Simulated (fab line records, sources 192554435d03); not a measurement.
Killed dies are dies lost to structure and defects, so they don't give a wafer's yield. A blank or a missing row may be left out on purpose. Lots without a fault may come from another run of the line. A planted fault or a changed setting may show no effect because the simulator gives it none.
Split-lot experiment | flow n5_finfet | 7 lots, 21 wafers read, on a route of 1938 steps

THE SPLIT
At N5_BEOL_M8_DESCUM_33 (chemistry O2, time 7 s), the setting time_s was moved away from the recipe's 7 s on 8 of the 21 wafers read, by -10.4% to +19.2%. The other wafers ran this setting at the recipe's value.

The reading is taken at the split's own step.

THE READING
CAR-EUV_of_BEOL_M8_COAT_22.thk_nm (the simulator's own value, which no gauge read), in nm, at N5_BEOL_M8_DESCUM_33 (chemistry O2, time 7 s). The file gives no usual value for it. The 13 wafers here that ran the recipe average 26.0 nm, standard deviation 0.11 nm.

wafer  | tool, chamber at the split | time_s as run, s | against the recipe | CAR-EUV_of_BEOL_M8_COAT_22.thk_nm, nm | against lot-mates on the recipe
L081.2 | rie_diel-06, 0,3           | 6.273            | -10.4%             | 26.4                                  | +0.4
L081.4 | rie_diel-06, 0,3           | 6.273            | -10.4%             | 26.4                                  | +0.4
L081.5 | rie_diel-06, 0             | 7                | recipe             | 26                                    | -
L082.1 | rie_diel-06, 3             | 8.344            | +19.2%             | 25.2                                  | -0.6
L082.4 | rie_diel-06, 3             | 8.344            | +19.2%             | 25.2                                  | -0.6
L082.5 | rie_diel-06, 0             | 7                | recipe             | 25.8                                  | -
L084.3 | rie_diel-06, 3             | 8.198            | +17.1%             | 25.4                                  | -0.6
L084.6 | rie_diel-06, 3             | 8.198            | +17.1%             | 25.4                                  | -0.6
L084.5 | rie_diel-06, 2             | 7                | recipe             | 26                                    | -
L088.1 | rie_diel-05, 0,1,2         | 7                | recipe             | 26                                    | -
L088.2 | rie_diel-05, 0,1,2         | 7                | recipe             | 26                                    | -
L088.5 | rie_diel-05, 0,1,2         | 7                | recipe             | 26                                    | -
L090.1 | rie_diel-06, 0             | 7                | recipe             | 26                                    | -
L090.6 | rie_diel-06, 0             | 7                | recipe             | 26                                    | -
L090.2 | rie_diel-06, 2             | 7.942            | +13.5%             | 25.4                                  | -0.6
L096.1 | rie_diel-02, 1,2           | 7                | recipe             | 26.2                                  | -
L096.5 | rie_diel-02, 1,2           | 7                | recipe             | 26.2                                  | -
L096.2 | rie_diel-02, 0             | 6.373            | -9.0%              | 26.4                                  | +0.2
L097.3 | rie_diel-06, 3             | 7                | recipe             | 26.2                                  | -
L097.4 | rie_diel-06, 0,2           | 7                | recipe             | 26                                    | -
L097.6 | rie_diel-06, 0,2           | 7                | recipe             | 26                                    | -
Where a row lists several chambers, the file gives one row for several wafers and doesn't say which wafer went through which chamber.

THE FIT
A straight line over all 21 wafers: CAR-EUV_of_BEOL_M8_COAT_22.thk_nm changes by -0.0403 nm for each +1% of time_s; r = -0.97; the points scatter about the line by 0.095 nm.
The same after taking each lot's own level away (the mean of its wafers on the recipe; 21 wafers): -0.0342 nm for each +1%; r = -0.98; scatter 0.06 nm.
On that fit, the largest move of time_s shifts the reading by 0.66 nm.
The lots' own levels span 25.80 to 26.20 nm, that is 3.8 times the standard deviation above.
So the lot-to-lot level changes the slope: the two fits differ.
Check: with one of the wafers moved furthest among these (+19.2%) left out of the fit, the line predicts -0.676 nm for it against its lot-mates. It came out at -0.6 nm against them.

OTHER SPLITS ON THESE WAFERS
These wafers also went through other splits before the reading. Each is held against what the fit with the lots' levels taken away leaves over:
other split on the same wafers | wafers away from the commonest value | r with CAR-EUV_of_BEOL_M8_COAT_22.thk_nm (lot level and that fit taken away)
N5_BEOL_M3_COAT_67 spin_rpm    | 8                                    | +0.10
N5_BEOL_M4_DEP_57 time_s       | 9                                    | +0.06
N5_BEOL_M5_COAT_66 spin_rpm    | 8                                    | +0.01
N5_BEOL_M5_COAT_22 spin_rpm    | 8                                    | +0.06
N5_BEOL_M6_ETCH_66 bias_w      | 6                                    | -0.28
N5_BEOL_M7_DEP_56 time_s       | 9                                    | +0.09
N5_BEOL_M8_COAT_63 spin_rpm    | 8                                    | +0.15

THE FILE'S OWN FIT
CAR-EUV_of_BEOL_M8_COAT_22.thk_nm changes by -0.0347 nm for each +1% of time_s, r = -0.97.
